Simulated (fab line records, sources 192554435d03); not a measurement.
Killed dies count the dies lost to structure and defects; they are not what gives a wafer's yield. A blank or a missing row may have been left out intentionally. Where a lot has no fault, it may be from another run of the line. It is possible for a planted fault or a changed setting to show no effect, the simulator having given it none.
fab line records	flow n5-finfet
record: lots: 9	wafers: 26	last-day: 20
route steps=1938 shown BEOL_M0@750 BEOL_M1@753 BEOL_M4@1111 PASSIVATION@1936
lots untouched by any fault: they come from a run of this same line in which no faults occurred
start-h: hours from the record's first day to the start of the lot's first wafer shown	wait-h: hours elapsed since this lot's preceding step	" same as the row above	L1.1+2: one row covering several wafers at once	- no value, or no start given	* or withheld: withheld	< > ~ a bound
route shown NAME@n: a module of which the file shows steps, and the number in the route of the first	usual: mean/standard deviation of fault-free wafers	same: alike in all rows	chamber/n: place in a boat	sites: the reading at each site	_std_site: the standard deviation of these	_edge_site: the outer-site mean with the inner-site mean subtracted	radius-mm: for every site, how far away it sits from the centre of the wafer	mask NAME#n: copy n	behind: the last tool/chamber to shape the wafer	hold: the reason the lot was held/the length of the hold in hours/how it ended	device: transistor that didn't switch, given as n, p or np	end of line: the same wafers' tests at the end of the route	step lacking rows: just its recipe	killed: at the first sort, the dies lost to defects and structure; wafer yield is something else	map: the dies of a wafer, with x for killed, . for not killed, _ for no die there
set.NAME: the setting as run; set.NAME@STEP: as run at that earlier step	model.NAME: the simulator's own value behind a step, which no gauge read
the route's steps for a sample of lots (tables are steps, rows are wafers)
services: when a tool's chamber went out of use (start-h, in hours from the record's first day, below 0 if earlier), for how many hours, and the reason
== steps ==
step: N5_BEOL_M0_INSPECT_127
recipe: inspect-instrument: darkfield	mode: post-dep
usual: raw-defect-count: 68/25
lot.wafer	tool	chamber	start-h	wait-h	raw-defect-count
L609.1	defect-inspect-01	-	125.95	0.0	23
L609.5	"	-	"	"	43
L609.6	"	-	"	"	51
L614.4	defect-inspect-02	-	148.56	0.0	86
L614.5	"	-	"	"	56
L614.6	"	-	"	"	69
L616.2	defect-inspect-01	-	164.66	0.0	77
L616.6	"	-	"	"	74
L618.1	defect-inspect-02	-	180.57	0.0	74
L618.4	"	-	"	"	74
L618.5	"	-	"	"	70
L621.3	defect-inspect-02	-	216.60	0.0	62
L621.4	"	-	"	"	108
L621.5	"	-	"	"	69
L625.1	defect-inspect-01	-	218.64	0.0	45
L625.4	"	-	"	"	27
L625.5	"	-	"	"	23
L627.2	defect-inspect-01	-	233.81	0.0	77
L627.5	"	-	"	"	76
L627.6	"	-	"	"	45
L631.3	defect-inspect-01	-	256.80	0.0	41
L631.4	"	-	"	"	57
L631.5	"	-	"	"	69
L632.3	defect-inspect-02	-	267.15	0.0	88
L632.4	"	-	"	"	61
L632.6	"	-	"	"	103
step: N5_BEOL_M1_PECVD_72
recipe: material: SiO2	target-thk-a: 160	temp-c: 400	precursor: TEOS/O2	pressure-torr: 5.5	rf-w: 450	teos-flow-sccm: 53.8	gas: O2	flow-sccm: 3000	time-s: 18
usual: heater-power-w: 806/81	showerhead-plenum-p-Torr: 8.74/0.073	throttle-valve-pct: 22.0/0.79
lot.wafer	tool	chamber	start-h	wait-h	heater-power-w	showerhead-plenum-p-Torr	throttle-valve-pct
L609.1	pecvd-03	1	126.09	0.0	891	8.75	22.4
L609.5	"	1	"	"	854	8.74	22.3
L609.6	"	2	"	"	814	8.61	21.9
L614.4	pecvd-03	2	148.72	0.1	801	8.61	22.1
L614.5	"	0	"	"	927	8.81	22.9
L614.6	"	2	"	"	826	8.61	21.8
L616.2	pecvd-03	2	164.80	0.0	798	8.59	22.0
L616.6	"	0	"	"	816	8.76	23.0
L618.1	pecvd-03	1	180.71	0.0	742	8.75	22.1
L618.4	"	2	"	"	799	8.61	22.1
L618.5	"	1	"	"	748	8.78	22.5
L621.3	pecvd-03	2	216.74	0.0	766	8.59	22.1
L621.4	"	0	"	"	815	8.80	22.7
L621.5	"	2	"	"	813	8.60	21.7
L625.1	pecvd-03	0	218.79	0.0	751	8.78	23.0
L625.4	"	1	"	"	789	8.76	22.5
L625.5	"	0	"	"	764	8.78	22.7
L627.2	pecvd-03	2	233.95	0.0	681	8.60	22.1
L627.5	"	2	"	"	683	8.61	22.0
L627.6	"	1	"	"	857	8.75	22.1
L631.3	pecvd-02	0	256.94	0.0	725	8.77	21.1
L631.4	"	1	"	"	911	8.84	21.8
L631.5	"	2	"	"	795	8.84	20.5
L632.3	pecvd-04	0	267.29	0.0	864	8.79	23.0
L632.4	"	2	"	"	667	8.75	21.2
L632.6	"	1	"	"	915	8.74	22.4
step: N5_BEOL_M1_INSPECT_13
recipe: mode: adi	inspect-instrument: brightfield
usual: raw-defect-count: 413/80
lot.wafer	tool	chamber	start-h	wait-h	raw-defect-count
L609.1	defect-inspect-02	-	128.23	0.1	361
L609.5	"	-	"	"	458
L609.6	"	-	"	"	414
L614.4	defect-inspect-02	-	151.26	0.0	471
L614.5	"	-	"	"	282
L614.6	"	-	"	"	425
L616.2	defect-inspect-01	-	166.84	0.1	393
L616.6	"	-	"	"	313
L618.1	defect-inspect-01	-	182.86	0.1	355
L618.4	"	-	"	"	539
L618.5	"	-	"	"	402
L621.3	defect-inspect-02	-	219.04	0.0	500
L621.4	"	-	"	"	600
L621.5	"	-	"	"	782
L625.1	defect-inspect-02	-	220.14	0.1	417
L625.4	"	-	"	"	760
L625.5	"	-	"	"	328
L627.2	defect-inspect-01	-	234.84	0.0	373
L627.5	"	-	"	"	393
L627.6	"	-	"	"	672
L631.3	defect-inspect-01	-	258.43	0.0	321
L631.4	"	-	"	"	345
L631.5	"	-	"	"	362
L632.3	defect-inspect-02	-	267.83	0.0	446
L632.4	"	-	"	"	590
L632.6	"	-	"	"	431
step: N5_BEOL_M1_DESCUM_16
recipe: chemistry: O2	time-s: 7	source-power-w: 50	bias-power-w: 20	pressure-mtorr: 20	rf-frequency-hz: 2.712e+07	temp-c: 40	resist: CAR-EUV	o2-flow-sccm: 225
usual: drypump-motor-current-A: 5.9/0.38	oes-product-au: 0.81/0.091	rf-vpp-V: 242.9/1.6	showerhead-plenum-p-Torr: 2.09/0.077	throttle-valve-pct: 20.38/0.29
lot.wafer	tool	chamber	start-h	wait-h	drypump-motor-current-A	oes-product-au	rf-hours-counter-h	rf-vpp-V	showerhead-plenum-p-Torr	throttle-valve-pct
L609.1	rie-diel-04	0	128.26	0.0	5.7	0.75	136	241.8	2.11	20.38
L609.5	"	0	"	"	5.7	0.76	-	243.4	2.11	20.39
L609.6	"	3	"	"	5.2	0.92	-	243.3	2.15	20.32
L614.4	rie-diel-06	0	151.29	0.0	5.9	0.94	4	243.8	2.05	19.77
L614.5	"	2	"	"	5.2	0.66	-	244.1	2.16	20.46
L614.6	"	1	"	"	5.7	0.70	-	245.4	2.15	20.26
L616.2	rie-diel-06	3	166.88	0.0	6.3	0.80	115	240.3	1.94	20.20
L616.6	"	3	"	"	6.3	0.80	-	239.3	1.94	20.19
L618.1	rie-diel-04	3	182.98	0.1	5.3	0.89	37	243.1	2.15	20.34
L618.4	"	2	"	"	5.9	0.92	20	241.5	2.07	20.43
L618.5	"	0	"	"	5.7	0.75	-	243.5	2.10	20.41
L621.3	rie-diel-04	0	219.08	0.0	5.7	0.73	163	243.2	2.10	20.42
L621.4	"	1	"	"	6.4	0.98	2	244.9	2.16	20.63
L621.5	"	1	"	"	6.4	0.98	-	244.3	2.16	20.64
L625.1	rie-diel-01	0	220.53	0.4	6.1	0.79	112	240.5	1.94	20.68
L625.4	"	3	"	"	6.3	0.78	165	245.5	2.18	20.68
L625.5	"	0	"	"	6.1	0.79	-	240.0	1.94	20.66
L627.2	rie-diel-04	3	234.95	0.1	5.2	0.86	56	243.3	2.14	20.36
L627.5	"	0	"	"	5.7	0.72	-	242.2	2.09	20.43
L627.6	"	3	"	"	5.2	0.86	-	243.8	2.14	20.37
L631.3	rie-diel-01	0	258.81	0.4	6.1	0.77	124	238.6	1.94	20.69
L631.4	"	2	"	"	6.1	0.90	21	243.6	2.12	19.84
L631.5	"	3	"	"	6.3	0.77	-	245.2	2.18	20.68
L632.3	rie-diel-01	0	267.86	0.0	6.1	0.78	127	240.7	1.94	20.70
L632.4	"	0	"	"	6.1	0.78	-	239.3	1.94	20.68
L632.6	"	2	"	"	6.1	0.90	-	243.6	2.12	19.86
step: N5_BEOL_M1_ETCH_64
recipe: chemistry: N2/H2	target: SOC	target-depth-a: 750	overetch-a: 150	mask-material: SiARC	temp-c: 40	time-s: 112.5	ion-energy-ev: 200	pressure-mtorr: 30	source-w: 840	bias-w: 150	n2-flow-sccm: 200	h2-flow-sccm: 200
usual: drypump-motor-current-A: 5.9/0.38	h2-flow-sccm: 200.0/0.5	oes-product-au: 0.64/0.072	rf-vpp-V: 523.6/2.7	showerhead-plenum-p-Torr: 2.53/0.096	throttle-valve-pct: 17.75/0.28
lot.wafer	tool	chamber	start-h	wait-h	drypump-motor-current-A	h2-flow-sccm	oes-product-au	rf-hours-counter-h	rf-vpp-V	showerhead-plenum-p-Torr	throttle-valve-pct
L609.1	rie-diel-04	0	128.34	0.0	5.7	199.8	0.59	136	523.5	2.55	17.66
L609.5	"	0	"	"	5.7	200.2	0.60	-	524.6	2.55	17.64
L609.6	"	3	"	"	5.2	200.4	0.72	-	526.8	2.60	17.69
L614.4	rie-diel-06	0	151.37	0.0	5.9	199.7	0.75	4	521.7	2.49	17.16
L614.5	"	2	"	"	5.2	200.3	0.53	-	526.1	2.62	17.80
L614.6	"	1	"	"	5.7	200.8	0.54	-	526.6	2.61	17.68
L616.2	rie-diel-06	3	166.96	0.0	6.3	199.8	0.63	115	518.2	2.34	17.42
L616.6	"	3	"	"	6.3	199.8	0.63	-	518.6	2.34	17.43
L618.1	rie-diel-04	3	183.06	0.0	5.2	200.6	0.70	37	525.8	2.60	17.75
L618.4	"	2	"	"	5.9	199.9	0.73	20	521.3	2.49	17.63
L618.5	"	0	"	"	5.7	200.8	0.58	-	524.7	2.54	17.68
L621.3	rie-diel-04	0	219.16	0.0	5.7	200.9	0.58	163	524.1	2.53	17.69
L621.4	"	1	"	"	6.3	200.6	0.77	2	526.4	2.60	17.87
L621.5	"	1	"	"	6.3	199.8	0.77	-	523.6	2.60	17.87
L625.1	rie-diel-01	0	220.61	0.0	6.1	199.6	0.62	112	518.5	2.36	18.08
L625.4	"	3	"	"	6.3	198.7	0.61	165	526.5	2.65	18.16
L625.5	"	0	"	"	6.1	200.1	0.62	-	519.3	2.36	18.07
L627.2	rie-diel-04	3	235.02	0.0	5.2	199.1	0.68	56	525.2	2.59	17.79
L627.5	"	0	"	"	5.7	200.7	0.58	-	523.8	2.53	17.72
L627.6	"	3	"	"	5.3	200.1	0.68	-	523.9	2.59	17.80
L631.3	rie-diel-01	0	258.89	0.0	6.1	200.7	0.61	124	519.7	2.35	18.10
L631.4	"	2	"	"	6.1	199.7	0.71	21	524.2	2.61	17.57
L631.5	"	3	"	"	6.3	200.2	0.60	-	524.9	2.65	18.18
L632.3	rie-diel-01	0	267.94	0.0	6.0	200.8	0.61	128	519.4	2.35	18.09
L632.4	"	0	"	"	6.1	199.9	0.61	-	518.8	2.35	18.11
L632.6	"	2	"	"	6.1	199.4	0.70	-	524.5	2.61	17.56
step: N5_BEOL_M4_RC_MEAS_101
usual: DIBL_N: 37.0/1.6	DIBL_P: 37.0/2.1	IOFF_N: 0.17/0.032	IOFF_P: 0.22/0.043	ION_N: 679/13	ION_P: 465/9.5	SS_N: 71.7/0.59	SS_P: 73.6/0.64	VT_N: 249/3.2	VT_P: -249/4.1
lot.wafer	tool	chamber	start-h	wait-h	DIBL_N[mV/V]	DIBL_P[mV/V]	IOFF_N[nA/um]	IOFF_P[nA/um]	ION_N[uA/um]	ION_P[uA/um]	SS_N[mV/dec]	SS_P[mV/dec]	VT_N[mV]	VT_P[mV]
L609.1	prober-01	0	237.33	0.0	36.1	34.2	0.13	0.17	663	454	71.3	73.7	252	-257
L609.5	"	0	"	"	37.7	34.9	0.15	0.18	662	453	71.9	73.6	252	-256
L609.6	"	0	"	"	35.1	34.2	0.12	0.17	656	450	72.3	73.1	257	-255
L614.4	prober-01	0	259.11	0.5	38.3	38.2	0.19	0.23	691	469	72.0	73.2	246	-249
L614.5	"	0	"	"	39.5	38.6	0.22	0.24	683	465	72.1	74.2	241	-248
L614.6	"	0	"	"	38.3	38.5	0.20	0.22	685	467	71.9	73.5	245	-250
L616.2	prober-01	0	277.87	0.2	39.5	38.6	0.20	0.24	681	461	72.1	72.5	247	-249
L616.6	"	0	"	"	38.1	37.6	0.16	0.23	688	471	71.3	73.8	249	-249
L618.1	prober-01	0	304.39	0.0	36.2	35.0	0.14	0.16	657	448	71.7	73.6	252	-256
L618.4	"	0	"	"	38.7	38.3	0.18	0.22	670	455	71.6	74.2	249	-253
L618.5	"	0	"	"	39.8	39.8	0.23	0.25	679	463	72.4	74.3	245	-249
L625.1	prober-02	0	338.13	0.0	37.9	38.6	0.20	0.27	695	476	72.2	74.1	247	-247
L625.4	"	0	"	"	38.6	38.9	0.21	0.26	681	465	72.8	74.4	247	-245
L625.5	"	0	"	"	36.5	36.7	0.17	0.23	671	468	71.5	72.8	247	-250
L621.3	prober-02	0	341.93	0.3	39.3	38.7	0.20	0.28	690	474	72.4	73.7	247	-244
L621.4	"	0	"	"	36.8	35.9	0.16	0.23	677	467	71.7	73.2	250	-247
L621.5	"	0	"	"	34.9	34.0	0.13	0.21	678	474	71.2	72.5	251	-247
L627.2	prober-02	0	363.81	0.2	36.9	37.1	0.17	0.22	685	469	71.9	73.2	249	-251
L627.5	"	0	"	"	36.9	37.8	0.16	0.24	666	461	71.8	73.5	252	-251
L627.6	"	0	"	"	36.6	35.7	0.16	0.21	689	467	71.4	73.7	250	-250
L631.3	prober-02	0	375.05	0.3	38.4	39.5	0.22	0.32	700	492	71.9	74.2	243	-240
L631.4	"	0	"	"	39.6	40.4	0.26	0.36	719	489	72.6	75.2	241	-240
L631.5	"	0	"	"	39.7	40.2	0.25	0.35	707	487	72.2	74.7	242	-238
L632.3	prober-01	0	377.48	0.3	35.9	33.4	0.13	0.17	649	447	71.5	72.9	253	-255
L632.4	"	0	"	"	35.7	34.1	0.14	0.18	667	449	71.5	73.3	248	-253
L632.6	"	0	"	"	36.5	36.1	0.16	0.22	661	460	72.2	73.4	249	-251
step: N5_PASSIVATION_PROBE_49
usual: defect-limited-yield: 91.2/1.6	killed_at_M0_to_M3: 33/11	killed_at_M4_up: 14/5	killed-at-contacts: 12/5.8	killed-at-front-end: 41/12	killed-at-other: 3.5/2.9	killed-dies: 104/19	killed-open: 68/14	killed-short: 34/8.8	sort_bin_4_leakage: 0.00/0.017	sort_bin_5_function: 5.2/1.1	sort_bin_6_memory: 3.2/0.71	sort_bin_8_speed: 0.00/0.0071	sort-n-pass: 1076/19	sort-yield-pct: 91.2/1.6
same: gross-dies: 1180	killed-at-back-side: 0
lot.wafer	tool	chamber	start-h	wait-h	defect-limited-yield[%]	killed_at_M0_to_M3	killed_at_M4_up	killed-at-contacts	killed-at-front-end	killed-at-other	killed-dies	killed-open	killed-short	sort_bin_4_leakage[%]	sort_bin_5_function[%]	sort_bin_6_memory[%]	sort_bin_8_speed[%]	sort-n-pass	sort-yield-pct[%]
L609.1	prober-01	-	344.71	0.5	92.9	15	19	10	36	4	84	53	31	0	4.2	2.7	0	1096	92.9
L609.5	prober-01	-	344.91	0.7	92.7	36	11	11	26	2	86	57	27	0	4.4	2.5	0	1094	92.7
L609.6	prober-01	-	344.96	0.7	91.9	27	15	21	32	0	95	70	25	0	5.2	2.8	0	1085	91.9
L616.2	prober-02	-	385.76	0.1	91.9	31	11	18	35	1	96	68	28	0	4.5	3.5	0	1084	91.9
L616.6	prober-02	-	385.96	0.3	92.7	20	8	8	46	4	86	63	22	0	4.2	3.0	0	1094	92.7
L618.1	prober-01	-	411.07	0.0	90.5	26	14	15	57	0	112	82	28	0	5.9	3.2	0	1068	90.5
L618.4	prober-01	-	411.22	0.2	90.2	33	11	21	50	1	116	68	47	0	5.5	4.0	0	1064	90.2
L618.5	prober-01	-	411.27	0.2	88.6	40	19	17	56	2	134	91	43	0	6.8	4.0	0	1046	88.6
L625.1	prober-01	-	444.24	0.0	92.0	23	21	8	35	7	94	61	33	0	4.4	3.1	0	1086	92.0
L625.4	prober-01	-	444.39	0.2	85.1	124	9	13	28	2	176	50	18	0	10.1	3.3	0	1004	85.1
L625.5	prober-01	-	444.44	0.2	91.8	24	18	15	36	4	97	65	32	0	4.4	3.1	0	1083	91.8
L621.3	prober-02	-	456.86	0.1	92.5	16	17	4	48	4	89	62	25	0	4.8	2.6	0	1091	92.5
L621.4	prober-02	-	456.91	0.2	91.9	17	24	14	39	1	95	62	33	0	5.0	2.6	0	1085	91.9
L621.5	prober-02	-	456.96	0.2	93.3	16	15	8	36	4	79	48	27	0	3.6	2.5	0	1101	93.3
L627.2	prober-02	-	474.61	0.1	88.8	47	28	8	44	5	132	82	43	0	7.0	3.9	0	1048	88.8
L627.5	prober-02	-	474.76	0.2	89.4	35	19	6	63	2	125	78	39	0	5.8	4.1	0	1055	89.4
L627.6	prober-02	-	474.81	0.3	82.0	149	5	5	49	4	212	62	41	0	11.8	4.3	0	968	82.0
killed by level:class
L609.1 BEOL_M4:geometric-particle:open=10 FIN_SAQP:geometric-particle:open=6 STI_FIN_REVEAL:geometric-particle:open=6 MOL_CONTACT_COAG:geometric-particle:open=6 FIN_SAQP:geometric-particle:short=5 MOL_CONTACT_COAG:geometric-particle:short=4 BEOL_M0_SAQP:geometric-particle:short=4 STARTING-WAFER:geometric-particle:open=4
L609.5 BEOL_M2:geometric-particle:open=13 BEOL_M3:geometric-particle:open=12 MOL_CONTACT_COAG:geometric-particle:open=7 STI_FIN_REVEAL:geometric-particle:open=5 FIN_SAQP:geometric-particle:short=4 BEOL_M4:geometric-particle:short=4 FIN_SAQP:geometric-particle:open=3 GATE_CUT:geometric-particle:open=3
L609.6 MOL_CONTACT_COAG:geometric-particle:open=18 FIN_SAQP:geometric-particle:open=12 BEOL_M2:geometric-particle:open=8 FIN_SAQP:geometric-particle:short=5 STI_FIN_REVEAL:geometric-particle:open=5 BEOL_M1:geometric-particle:open=5 BEOL_M3:geometric-particle:open=5 GATE_CUT:geometric-particle:short=4
L616.2 MOL_CONTACT_COAG:geometric-particle:open=13 BEOL_M3:geometric-particle:open=9 FIN_SAQP:geometric-particle:open=6 BEOL_M1:geometric-particle:open=6 STI_FIN_REVEAL:geometric-particle:open=5 DUMMY_GATE:geometric-particle:open=5 MOL_CONTACT_COAG:geometric-particle:short=5 BEOL_M0:geometric-particle:open=5
L616.6 FIN_SAQP:geometric-particle:open=17 GATE_CUT:geometric-particle:short=9 MOL_CONTACT_COAG:geometric-particle:open=7 STI_FIN_REVEAL:geometric-particle:open=6 BEOL_M0_SAQP:geometric-particle:short=5 BEOL_M2:geometric-particle:open=5 ILD0:geometric-particle:open=4 BEOL_M4:geometric-particle:open=4
L618.1 STI_FIN_REVEAL:geometric-particle:open=12 MOL_CONTACT_COAG:geometric-particle:open=12 BEOL_M2:geometric-particle:open=12 FIN_SAQP:geometric-particle:open=7 BEOL_M3:geometric-particle:open=7 FIN_SAQP:geometric-particle:short=6 DUMMY_GATE:geometric-particle:open=6 BEOL_M4:geometric-particle:open=6
L618.4 MOL_CONTACT_COAG:geometric-particle:open=15 FIN_SAQP:geometric-particle:open=12 FIN_SAQP:geometric-particle:short=8 ILD0:geometric-particle:short=8 BEOL_M0_SAQP:geometric-particle:short=8 BEOL_M2:geometric-particle:open=8 BEOL_M0_SAQP:geometric-particle:open=7 MOL_CONTACT_COAG:geometric-particle:short=6
L618.5 STI_FIN_REVEAL:geometric-particle:open=21 BEOL_M2:geometric-particle:open=17 MOL_CONTACT_COAG:geometric-particle:open=13 FIN_SAQP:geometric-particle:short=11 BEOL_M4:geometric-particle:open=10 BEOL_M0_SAQP:geometric-particle:short=9 BEOL_M0_SAQP:geometric-particle:open=6 GATE_CUT:geometric-particle:open=5
L625.1 STI_FIN_REVEAL:geometric-particle:open=7 MOL_CONTACT_COAG:geometric-particle:open=7 BEOL_M4:geometric-particle:open=7 FIN_SAQP:geometric-particle:open=6 BEOL_M0_SAQP:geometric-particle:open=6 FIN_SAQP:geometric-particle:short=5 GATE_CUT:geometric-particle:short=5 BEOL_M3:geometric-particle:open=5
L625.4 BEOL_M1:unspecified=107 STI_FIN_REVEAL:geometric-particle:open=11 MOL_CONTACT_COAG:geometric-particle:open=11 BEOL_M3:geometric-particle:open=4 BEOL_M3:geometric-particle:short=4 FIN_SAQP:geometric-particle:short=3 BEOL_M1:geometric-particle:open=3 BEOL_M4:geometric-particle:open=3
L625.5 MOL_CONTACT_COAG:geometric-particle:open=13 BEOL_M3:geometric-particle:open=11 FIN_SAQP:geometric-particle:open=9 FIN_SAQP:geometric-particle:short=7 STI_FIN_REVEAL:geometric-particle:open=5 BEOL_M5:geometric-particle:open=5 BEOL_M1:geometric-particle:open=4 GATE_CUT:geometric-particle:short=4
L621.3 STI_FIN_REVEAL:geometric-particle:open=15 BEOL_M4:geometric-particle:open=10 DUMMY_GATE:geometric-particle:open=6 BEOL_M0_SAQP:geometric-particle:open=6 GATE_CUT:geometric-particle:short=5 STI_FIN_REVEAL:geometric-particle:short=4 BEOL_M3:geometric-particle:open=4 GATE_CUT:geometric-particle:open=4
L621.4 BEOL_M4:geometric-particle:open=10 MOL_CONTACT_COAG:geometric-particle:open=10 FIN_SAQP:geometric-particle:open=9 BEOL_M0_SAQP:geometric-particle:short=7 STI_FIN_REVEAL:geometric-particle:open=6 GATE_CUT:geometric-particle:short=5 FIN_SAQP:geometric-particle:short=4 MOL_CONTACT_COAG:geometric-particle:short=4
L621.5 STI_FIN_REVEAL:geometric-particle:open=10 BEOL_M4:geometric-particle:open=7 GATE_CUT:geometric-particle:short=6 MOL_CONTACT_COAG:geometric-particle:open=6 BEOL_M0_SAQP:geometric-particle:short=6 BEOL_M0_SAQP:geometric-particle:open=5 BEOL_M6:geometric-particle:open=5 FIN_SAQP:geometric-particle:short=4
L627.2 BEOL_M0_SAQP:geometric-particle:short=14 STI_FIN_REVEAL:geometric-particle:open=11 BEOL_M4:geometric-particle:open=11 BEOL_M0_SAQP:geometric-particle:open=9 BEOL_M2:geometric-particle:open=8 MOL_CONTACT_COAG:geometric-particle:open=7 FIN_SAQP:geometric-particle:open=6 FIN_SAQP:geometric-particle:short=6
L627.5 FIN_SAQP:geometric-particle:open=22 BEOL_M0_SAQP:geometric-particle:short=8 BEOL_M0_SAQP:geometric-particle:open=7 STARTING-WAFER:geometric-particle:short=7 FIN_SAQP:geometric-particle:short=6 BEOL_M3:geometric-particle:open=6 STI_FIN_REVEAL:geometric-particle:open=5 MOL_CONTACT_COAG:geometric-particle:open=5
L627.6 BEOL_M1:unspecified=107 FIN_SAQP:geometric-particle:short=9 DUMMY_GATE:geometric-particle:open=9 BEOL_M0_SAQP:geometric-particle:short=9 BEOL_M0_SAQP:geometric-particle:open=8 FIN_SAQP:geometric-particle:open=7 BEOL_M1:geometric-particle:open=7 STI_FIN_REVEAL:geometric-particle:open=6
== services ==
tool	chamber	start-h	hours	kind
pecvd-03	0	110.22	5.5	scheduled-down
pecvd-02	-	111.59	2.0	repair
rie-diel-06	0	116.04	-	clean
rie-diel-06	0	116.04	-	consumable-replace:focus-ring
rie-diel-06	0	116.04	20.9	scheduled-down
pecvd-03	1	147.98	5.6	repair
rie-diel-04	-	151.51	2.8	pm
rie-diel-01	0	166.24	2.4	repair
rie-diel-01	2	172.64	-	clean
rie-diel-01	2	172.64	-	consumable-replace:focus-ring
rie-diel-01	2	172.64	18.8	scheduled-down
rie-diel-01	2	172.64	18.8	vent-cycle
rie-diel-04	1	188.60	8.5	repair
rie-diel-06	1	193.88	1.5	repair
rie-diel-04	1	197.58	-	clean
rie-diel-04	1	197.58	-	consumable-replace:focus-ring
rie-diel-04	1	197.58	13.5	scheduled-down
rie-diel-04	1	197.58	13.5	vent-cycle
pecvd-02	-	199.40	48.9	repair
pecvd-03	-	204.22	0.9	repair
pecvd-03	-	224.97	0.7	repair
rie-diel-06	3	227.99	10.4	repair
pecvd-02	-	257.78	1.3	repair
rie-diel-01	1	259.69	10.5	repair
== key ==
first-sign: step: N5_BEOL_M1_INSPECT_13	reading: raw-defect-count	direction: up	sigmas: 3.8	usual: 413	struck: 716
effect: step: N5_PASSIVATION_PROBE_49	reading: killed_at_M0_to_M3	direction: up	sigmas: 9.4	usual: 33	struck: 136
more-kills-born-at: N5_BEOL_M1_PECVD_72@pecvd-03: 214
met-at N5_BEOL_M1_PECVD_72
struck-lots L625,L627
struck-wafers L625.4,L627.6
not-acting-at N5_BEOL_M0_INSPECT_127,N5_BEOL_M1_DESCUM_16,N5_BEOL_M1_ETCH_64
onset-between 180.71 218.79
fault: kind: chamber-particle-source	tool: pecvd-03	chamber: 1	onset-h: 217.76	steps: N5_BEOL_M1_PECVD_72	rate-per-visit-cm2: 0.65339	end-h: 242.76
